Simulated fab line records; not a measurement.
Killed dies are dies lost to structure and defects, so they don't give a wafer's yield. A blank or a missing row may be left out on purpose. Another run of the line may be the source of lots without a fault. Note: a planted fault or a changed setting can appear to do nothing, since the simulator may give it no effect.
Which tool did it? :: flow n5 finfet :: 10 lots, 30 wafers sampled, at 5 steps of a route of 1938

== WHAT THE GAUGES READ, wafer by wafer ==
N5_ILD0_THK_MEAS_08.
lot: L316
measured: day 3 19:28
on: film metro-01
thk nm (nm): 139.4 138.5 139.9

lot: L317
measured: day 4 00:16
on: film metro-01
thk nm (nm): 139.8 139.5 139.7

lot: L318
measured: day 4 02:14
on: film metro-01
thk nm (nm): 139.7 139.2 139.9

lot: L321
measured: day 4 19:38
on: film metro-02
thk nm (nm): 140.3 139.6 140.6

lot: L324
measured: day 5 12:37
on: film metro-02
thk nm (nm): 138.1 139.6 137.9

lot: L323
measured: day 5 13:57
on: film metro-01
thk nm (nm): 138.1 139.4 139.0

lot: L326
measured: day 6 01:58
on: film metro-02
thk nm (nm): 139.4 139.9 138.8

lot: L332
measured: day 7 15:09
on: film metro-02
thk nm (nm): 139.7 141.2 138.7

lot: L336
measured: day 8 16:41
on: film metro-02
thk nm (nm): 139.4 138.6 138.9

lot: L339
measured: day 9 18:09
on: film metro-02
thk nm (nm): 140.0 140.1 139.8

N5_SDB_INSPECT_13: inspects for defects (brightfield).
lot: L316
measured: day 3 23:15
on: defect inspect-01
raw defect count: 82 63 59

lot: L317
measured: day 4 04:08
on: defect inspect-01
raw defect count: 86 142 74

lot: L318
measured: day 4 06:01
on: defect inspect-02
raw defect count: 48 35 29

lot: L321
measured: day 5 00:30
on: defect inspect-02
raw defect count: 49 44 31

lot: L324
measured: day 5 16:23
on: defect inspect-02
raw defect count: 162 58 85

lot: L323
measured: day 5 17:44
on: defect inspect-01
raw defect count: 24 48 34

lot: L326
measured: day 6 05:37
on: defect inspect-01
raw defect count: 127 116 218

lot: L332
measured: day 7 18:56
on: defect inspect-01
raw defect count: 53 75 56

lot: L336
measured: day 8 20:43
on: defect inspect-02
raw defect count: 84 83 17

lot: L339
measured: day 9 21:58
on: defect inspect-02
raw defect count: 64 97 43

N5_BEOL_M4_RC_MEAS_101.
lot: L316
measured: day 7 18:26
on: prober-02
DIBL_N (mV/V): 37.9 38.2 37.5
DIBL_P (mV/V): 38.3 39.7 38.2
IOFF_N (nA/um): 0.19 0.21 0.19
IOFF_P (nA/um): 0.27 0.31 0.27
ION_N (uA/um): 683 705 688
ION_P (uA/um): 472 484 470
SS_N (mV/dec): 71.8 71.7 71.7
SS_P (mV/dec): 74.1 74.4 74.0
VT_N (mV): 247 245 245
VT_P (mV): -245 -244 -246

lot: L317
measured: day 8 05:31
on: prober-02
DIBL_N (mV/V): 33.9 36.2 35.7
DIBL_P (mV/V): 34.2 36.9 35.3
IOFF_N (nA/um): 0.12 0.16 0.14
IOFF_P (nA/um): 0.18 0.23 0.21
ION_N (uA/um): 658 668 656
ION_P (uA/um): 458 462 454
SS_N (mV/dec): 71.0 71.5 70.8
SS_P (mV/dec): 72.4 73.3 72.4
VT_N (mV): 252 250 252
VT_P (mV): -251 -248 -249

lot: L318
measured: day 8 06:11
on: prober-01
DIBL_N (mV/V): 33.5 37.7 34.6
DIBL_P (mV/V): 31.3 36.1 32.5
IOFF_N (nA/um): 0.11 0.17 0.13
IOFF_P (nA/um): 0.14 0.20 0.15
ION_N (uA/um): 649 662 664
ION_P (uA/um): 443 455 452
SS_N (mV/dec): 70.3 72.0 71.9
SS_P (mV/dec): 72.5 73.5 72.4
VT_N (mV): 254 253 253
VT_P (mV): -258 -252 -256

lot: L321
measured: day 9 00:40
on: prober-01
DIBL_N (mV/V): 34.9 33.6 33.5
DIBL_P (mV/V): 35.4 34.7 34.3
IOFF_N (nA/um): 0.14 0.13 0.14
IOFF_P (nA/um): 0.21 0.20 0.21
ION_N (uA/um): 667 671 681
ION_P (uA/um): 468 470 480
SS_N (mV/dec): 71.2 71.3 71.0
SS_P (mV/dec): 72.8 72.7 72.3
VT_N (mV): 249 250 249
VT_P (mV): -248 -248 -247

lot: L324
measured: day 9 10:14
on: prober-01
DIBL_N (mV/V): 33.6 36.4 35.0
DIBL_P (mV/V): 31.7 35.0 34.1
IOFF_N (nA/um): 0.10 0.14 0.12
IOFF_P (nA/um): 0.16 0.21 0.20
ION_N (uA/um): 667 675 663
ION_P (uA/um): 464 462 462
SS_N (mV/dec): 70.8 72.4 70.9
SS_P (mV/dec): 71.8 72.9 72.1
VT_N (mV): 257 252 255
VT_P (mV): -254 -248 -249

lot: L323
measured: day 9 15:16
on: prober-02
DIBL_N (mV/V): 39.5 39.9 36.4
DIBL_P (mV/V): 38.3 38.0 35.1
IOFF_N (nA/um): 0.19 0.22 0.16
IOFF_P (nA/um): 0.27 0.27 0.22
ION_N (uA/um): 675 672 677
ION_P (uA/um): 465 460 470
SS_N (mV/dec): 72.0 72.6 70.3
SS_P (mV/dec): 73.3 73.2 72.6
VT_N (mV): 249 247 251
VT_P (mV): -247 -244 -247

lot: L326
measured: day 9 22:16
on: prober-01
DIBL_N (mV/V): 35.1 34.2 34.3
DIBL_P (mV/V): 35.4 34.7 32.9
IOFF_N (nA/um): 0.14 0.13 0.11
IOFF_P (nA/um): 0.20 0.19 0.15
ION_N (uA/um): 681 668 656
ION_P (uA/um): 474 459 449
SS_N (mV/dec): 71.3 71.3 71.3
SS_P (mV/dec): 72.9 73.1 72.6
VT_N (mV): 250 254 259
VT_P (mV): -250 -251 -254

lot: L332
measured: day 13 07:18
on: prober-02
DIBL_N (mV/V): 39.3 36.0 36.2
DIBL_P (mV/V): 40.2 35.6 36.0
IOFF_N (nA/um): 0.22 0.15 0.15
IOFF_P (nA/um): 0.29 0.19 0.20
ION_N (uA/um): 696 694 686
ION_P (uA/um): 484 475 472
SS_N (mV/dec): 72.3 70.8 71.5
SS_P (mV/dec): 74.4 73.4 73.3
VT_N (mV): 246 249 249
VT_P (mV): -245 -251 -252

lot: L336
measured: day 13 01:41
on: prober-01
DIBL_N (mV/V): 35.2 35.7 37.2
DIBL_P (mV/V): 36.5 36.8 39.7
IOFF_N (nA/um): 0.14 0.16 0.19
IOFF_P (nA/um): 0.17 0.18 0.22
ION_N (uA/um): 678 681 698
ION_P (uA/um): 458 457 471
SS_N (mV/dec): 70.4 71.7 72.5
SS_P (mV/dec): 72.9 73.2 73.5
VT_N (mV): 248 248 246
VT_P (mV): -257 -254 -250

lot: L339
measured: day 15 04:40
on: prober-01
DIBL_N (mV/V): 36.2 36.5 36.9
DIBL_P (mV/V): 36.7 36.7 37.3
IOFF_N (nA/um): 0.15 0.15 0.16
IOFF_P (nA/um): 0.21 0.21 0.21
ION_N (uA/um): 668 668 665
ION_P (uA/um): 460 458 457
SS_N (mV/dec): 71.1 70.7 71.4
SS_P (mV/dec): 73.1 73.2 74.1
VT_N (mV): 250 251 251
VT_P (mV): -249 -248 -250

== WHAT TOOL EACH LOT RAN ON (gives the tool, then ch and the chambers of the sampled wafers, and finally the start) ==
lot: L316
N5_ILD0_CMP_07: cmp-01 ch 1,2, day 3 19:10
N5_SDB_DESCUM_16: rie diel-02 ch 0,1, day 3 23:17

lot: L317
N5_ILD0_CMP_07: cmp-03 ch 1,2,3, day 4 00:01
N5_SDB_DESCUM_16: rie diel-04 ch 0,3, day 4 04:10

lot: L318
N5_ILD0_CMP_07: cmp-03 ch 0,2,3, day 4 02:01
N5_SDB_DESCUM_16: rie diel-03 ch 0,3, day 4 06:06

lot: L321
N5_ILD0_CMP_07: cmp-02 ch 1,2, day 4 19:23
N5_SDB_DESCUM_16: rie diel-02 ch 0,1, day 5 00:55

lot: L324
N5_ILD0_CMP_07: cmp-02 ch 0,1,2, day 5 12:19
N5_SDB_DESCUM_16: rie diel-03 ch 1,2,3, day 5 16:26

lot: L323
N5_ILD0_CMP_07: cmp-01 ch 0,1, day 5 13:39
N5_SDB_DESCUM_16: rie diel-04 ch 0,1, day 5 17:46

lot: L326
N5_ILD0_CMP_07: cmp-03 ch 1,2,3, day 6 01:40
N5_SDB_DESCUM_16: rie diel-03 ch 0,2,3, day 6 05:40

lot: L332
N5_ILD0_CMP_07: cmp-02 ch 0,2,3, day 7 14:51
N5_SDB_DESCUM_16: rie diel-02 ch 2,3, day 7 19:23

lot: L336
N5_ILD0_CMP_07: cmp-03 ch 1,2, day 8 16:23
N5_SDB_DESCUM_16: rie diel-03 ch 0,1, day 8 22:14

lot: L339
N5_ILD0_CMP_07: cmp-03 ch 0,2,3, day 9 17:56
N5_SDB_DESCUM_16: rie diel-02 ch 0,1, day 9 21:59
- N5_ILD0_CMP_07: polishes SiO2 flowable, stops on poly-Si, t overpolish 1.18 s, target thk 138.88 nm.
- N5_SDB_DESCUM_16: chemistry O2, time 7.9 s.

== AS READ BY THE TOOLS THEMSELVES (means over the sampled wafers that have a number; for cases with no such wafer, the mark the record gives instead) ==
N5_ILD0_CMP_07.
lot: L316
tool: cmp-01
head pressure psi (psi): 4.147
motor current A (A): 13.9

lot: L317
tool: cmp-03
head pressure psi (psi): 4.142
motor current A (A): 13.1

lot: L318
tool: cmp-03
head pressure psi (psi): 4.151
motor current A (A): 12.6

lot: L321
tool: cmp-02
head pressure psi (psi): 4.148
motor current A (A): 11.3

lot: L324
tool: cmp-02
head pressure psi (psi): 4.151
motor current A (A): 11.0

lot: L323
tool: cmp-01
head pressure psi (psi): 4.153
motor current A (A): 13.0

lot: L326
tool: cmp-03
head pressure psi (psi): 4.149
motor current A (A): 13.3

lot: L332
tool: cmp-02
head pressure psi (psi): 4.027
motor current A (A): 11.9

lot: L336
tool: cmp-03
head pressure psi (psi): 4.145
motor current A (A): 13.1

lot: L339
tool: cmp-03
head pressure psi (psi): 4.152
motor current A (A): 12.9

N5_SDB_DESCUM_16.
lot: L316
tool: rie diel-02
drypump motor current A (A): 6.3
oes product au (a.u.): 0.75
rf vpp V (V): 242.1
showerhead plenum p Torr (Torr): 2.00
throttle valve pct (%): 20.53

lot: L317
tool: rie diel-04
drypump motor current A (A): 6.0
oes product au (a.u.): 0.77
rf vpp V (V): 243.4
showerhead plenum p Torr (Torr): 2.07
throttle valve pct (%): 20.43

lot: L318
tool: rie diel-03
drypump motor current A (A): 5.6
oes product au (a.u.): 0.80
rf vpp V (V): 243.4
showerhead plenum p Torr (Torr): 2.07
throttle valve pct (%): 20.41

lot: L321
tool: rie diel-02
drypump motor current A (A): 6.3
oes product au (a.u.): 0.74
rf vpp V (V): 241.8
showerhead plenum p Torr (Torr): 2.00
throttle valve pct (%): 20.54

lot: L324
tool: rie diel-03
drypump motor current A (A): 5.5
oes product au (a.u.): 0.85
rf vpp V (V): 243.8
showerhead plenum p Torr (Torr): 2.15
throttle valve pct (%): 20.32

lot: L323
tool: rie diel-04
drypump motor current A (A): 6.3
oes product au (a.u.): 0.96
rf vpp V (V): 242.2
showerhead plenum p Torr (Torr): 2.09
throttle valve pct (%): 20.23

lot: L326
tool: rie diel-03
drypump motor current A (A): 5.4
oes product au (a.u.): 0.77
rf vpp V (V): 243.5
showerhead plenum p Torr (Torr): 2.09
throttle valve pct (%): 20.34

lot: L332
tool: rie diel-02
drypump motor current A (A): 6.1
oes product au (a.u.): 0.84
rf vpp V (V): 243.4
showerhead plenum p Torr (Torr): 2.17
throttle valve pct (%): 20.32

lot: L336
tool: rie diel-03
drypump motor current A (A): 5.8
oes product au (a.u.): 0.74
rf vpp V (V): 241.4
showerhead plenum p Torr (Torr): 2.03
throttle valve pct (%): 20.61

lot: L339
tool: rie diel-02
drypump motor current A (A): 6.3
oes product au (a.u.): 0.83
rf vpp V (V): 243.9
showerhead plenum p Torr (Torr): 2.15
throttle valve pct (%): 20.34

== THE ANSWER, worked out from the rows above alone ==
Rule: what is usual is taken from the lots themselves. The widest of any qualifying gaps counts: lots, ordered by their means at a reading, are off when they make up no more than a third of the lots, leave a main group of 4 or more, and stand apart from it by 3 or more times the standard deviation of that group's means. If all means in a main group match to the digits the tables above print for the reading, that group is not used. Also off: a lot with no number at a reading for which 4 or more lots have one. All remaining lots with rows at the step are treated as sound. The gauges are gone through in route order, then the tools' own readings, and for those a lot's mean is taken as printed above. The first step at which some lot is off is used, and at that step the reading that is off furthest; a lot without a number counts as furthest.
Off at N5_ILD0_CMP_07 (head pressure psi): L332. The main group: mean 4.149 psi, standard deviation 0.0034.
A tool fits if, at that step or a process step before it, it ran every lot that is off, and no sound lot after the first of them. One fits: cmp-02 at N5_ILD0_CMP_07. A fault onset in the window from L324 (day 5 12:19, its last sound lot) to L332 (day 7 14:51, its first lot off) fits.
The tool's own readings at N5_ILD0_CMP_07 bear it out: on the lots that are off they differ by more than 5 times the standard deviation of the sound lots' means. head pressure psi reads 4.027 psi there against 4.149 psi on the sound lots.

== WHAT WAS PUT IN BY THE SIMULATOR ==
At N5_ILD0_CMP_07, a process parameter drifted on cmp-02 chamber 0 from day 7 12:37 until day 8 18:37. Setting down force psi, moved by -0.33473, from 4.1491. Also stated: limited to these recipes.
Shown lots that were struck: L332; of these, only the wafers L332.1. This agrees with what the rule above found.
